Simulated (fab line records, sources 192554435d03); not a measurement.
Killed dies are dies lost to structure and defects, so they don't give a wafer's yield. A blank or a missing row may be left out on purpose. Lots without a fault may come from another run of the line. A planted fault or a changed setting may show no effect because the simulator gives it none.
A struck lot beside a sound one | flow n5_finfet | 27 steps out of a route of 1938
Sound: wafers L713.3, L713.5, L713.6. Struck: wafer L712.4. (L712.2 of the same lot was not struck and is left out.) The cause comes at the end.
At each step with rows: each side's tool, then ch and its chambers, then its first start. Under that, the readings that differ: sound wafers | struck wafers | difference of the means | sigmas: that difference in standard deviations of wafers without a fault.
alike: readings whose means differ by less than 2 such deviations, and words and numbers that are the same on both sides. not compared: withheld readings, readings that some wafer has no value for, bounds like >300 that may hide the same value, and numbers for which the record gives no deviation and whose values overlap.
The two part at a step that has a row with sigmas, a row that says differs or no value, or rows on one side only. Numbers that don't overlap but have no deviation are shown without sigmas and don't part them. A reading that every wafer of one side lacks parts them only if that side has two wafers or more.

N5_STI_FIN_REVEAL_ALD_14: deposits Si3N4, target thk 3 nm.
  sound on ald_sin-01 ch 0,1,3, day 5 12:41; struck on ald_sin-02 ch 0, day 5 06:46
  alike: heater_power_w
then, 3 steps without rows for these wafers: N5_STI_FIN_REVEAL_FCVD_FILL_01 (material SiO2 flowable, target thk 312 nm, time 512.2 s); N5_STI_FIN_REVEAL_DENSIFY_02 (time 1800 s); N5_STI_FIN_REVEAL_CMP_04 (polishes, stops on Si3N4, t overpolish 4 s, target thk 131.83 nm).
N5_STI_FIN_REVEAL_THK_MEAS_05:
  sound on film_metro-02, day 5 18:01; struck on film_metro-01, day 5 12:07
  alike: thk_nm
N5_STI_FIN_REVEAL_DENSIFY_30:
  sound on rtp_anneal-02 ch 0, day 5 18:06; struck on rtp_anneal-02 ch 0, day 5 12:10
  alike: lamp_power_pct, lamp_zone_1_pct
  not compared: wafer_temp_C_max
N5_STI_FIN_REVEAL_ETCHBACK_08: etches SiO2 in C4F6/O2, target depth 30.5 nm, time 10.167 s.
  sound on rie_diel-01 ch 1,2,3, day 5 18:32; struck on rie_diel-05 ch 1, day 5 12:21
  alike: bias_w, drypump_motor_current_A, oes_product_au, rf_vpp_V, showerhead_plenum_p_Torr, throttle_valve_pct
  not compared: rf_hours_counter_h
then, 5 steps without rows for these wafers: N5_STI_FIN_REVEAL_STRIP_24 (strips in N2/H2, time 90 s); N5_STI_FIN_REVEAL_PRECLEAN_25 (cleans in SPM, time 90 s); N5_STI_FIN_REVEAL_PRECLEAN_26 (cleans in SC1, time 45 s); N5_STI_FIN_REVEAL_PRECLEAN_29 (cleans in DHF, time 30 s); N5_STI_FIN_REVEAL_SRD_12 (time 30 s).
N5_STI_FIN_REVEAL_RECESS_09: chemistry HF/NH3, target SiO2, afs cycles 11, target depth 42.5 nm, sublimation time 60 s.
  sound on vapor_etch-02 ch 0,1, day 5 19:19; struck on vapor_etch-01 ch 1, day 5 12:36
  reading                  | sound             | struck | difference | sigmas
  model.etch.depth_nm (nm) | 42.84 42.84 42.84 | 36.6   | -6.2       |
  alike: drypump_motor_current_A
then, 3 steps without rows for these wafers: N5_STI_FIN_REVEAL_STRIP_16 (strips SiNx in H3PO4, target depth 23.8 nm); N5_STI_FIN_REVEAL_PRECLEAN_17 (cleans in NF3:NH3, afs cycles 1, time 20 s, sublimation time 60 s); N5_STI_FIN_REVEAL_ETCH_34 (etches Si in H2, material Si, target depth 0.97 nm).
N5_STI_FIN_REVEAL_OXIDATION_31: chemistry O2 PLASMA REMOTE, time 20 s.
  sound on plasma_asher-01 ch 0,1, day 5 20:59; struck on plasma_asher-02 ch 1, day 5 14:45
  reading            | sound       | struck | difference | sigmas
  heater_power_w (W) | 148 148 142 | 131    | -15        | -3
  alike: drypump_motor_current_A
  not compared: rf_hours_counter_h
then, 3 steps without rows for these wafers: N5_STI_FIN_REVEAL_PRECLEAN_32 (cleans in NF3:NH3, afs cycles 1, time 20 s, sublimation time 60 s); N5_STI_FIN_REVEAL_STRIP_35 (strips Si3N4 in H3PO4, target depth 4 nm, time 39 s); N5_STI_FIN_REVEAL_SRD_21 (time 30 s).
N5_STI_FIN_REVEAL_OXIDATION_33: chemistry O2 PLASMA REMOTE, time 20 s.
  sound on plasma_asher-01 ch 0,1, day 5 21:20; struck on plasma_asher-01 ch 1, day 5 15:07
  alike: drypump_motor_current_A, heater_power_w
  not compared: rf_hours_counter_h
then, 2 steps without rows for these wafers: N5_STI_FIN_REVEAL_CLEAN_19 (cleans in O3/DIW, time 120 s); N5_STI_FIN_REVEAL_SRD_23 (time 30 s).
N5_STI_FIN_REVEAL_CD_MEAS_22: target cd 6.238 nm, pitch 28 nm.
  sound on cd_sem-03, day 5 21:29; struck on cd_sem-03, day 5 15:17
  alike: cd_nm
N5_STI_FIN_REVEAL_FIN_H_MEAS_10:
  sound on ocd-01, day 5 21:31; struck on ocd-02, day 5 15:19
  reading              | sound          | struck | difference | sigmas
  trench_depth_nm (nm) | 52.2 53.5 51.9 | 45.2   | -7.3       | -8
then, 1 step without rows for these wafers: N5_STI_FIN_REVEAL_PRECLEAN_18 (cleans in SC2, time 45 s).
-- the record jumps here: 6 days lie between the struck wafers' starts before and after (it left off in module STI_FIN_REVEAL and takes up again in module BEOL_M4, whose first step shown is number 1111 of the route) --
N5_BEOL_M4_RC_MEAS_101:
  sound on prober-01 ch 0, day 11 12:44; struck on prober-01 ch 0, day 11 06:11
  reading       | sound          | struck | difference | sigmas
  SS_N (mV/dec) | 71.0 70.3 69.9 | 72.0   | +1.6       | +2
  alike: DIBL_N, DIBL_P, IOFF_N, IOFF_P, ION_N, ION_P, SS_P, VT_N, VT_P

WHERE THEY PART
First at N5_STI_FIN_REVEAL_OXIDATION_31; last, within this record, at N5_BEOL_M4_RC_MEAS_101.

WHY: what the simulator had put in
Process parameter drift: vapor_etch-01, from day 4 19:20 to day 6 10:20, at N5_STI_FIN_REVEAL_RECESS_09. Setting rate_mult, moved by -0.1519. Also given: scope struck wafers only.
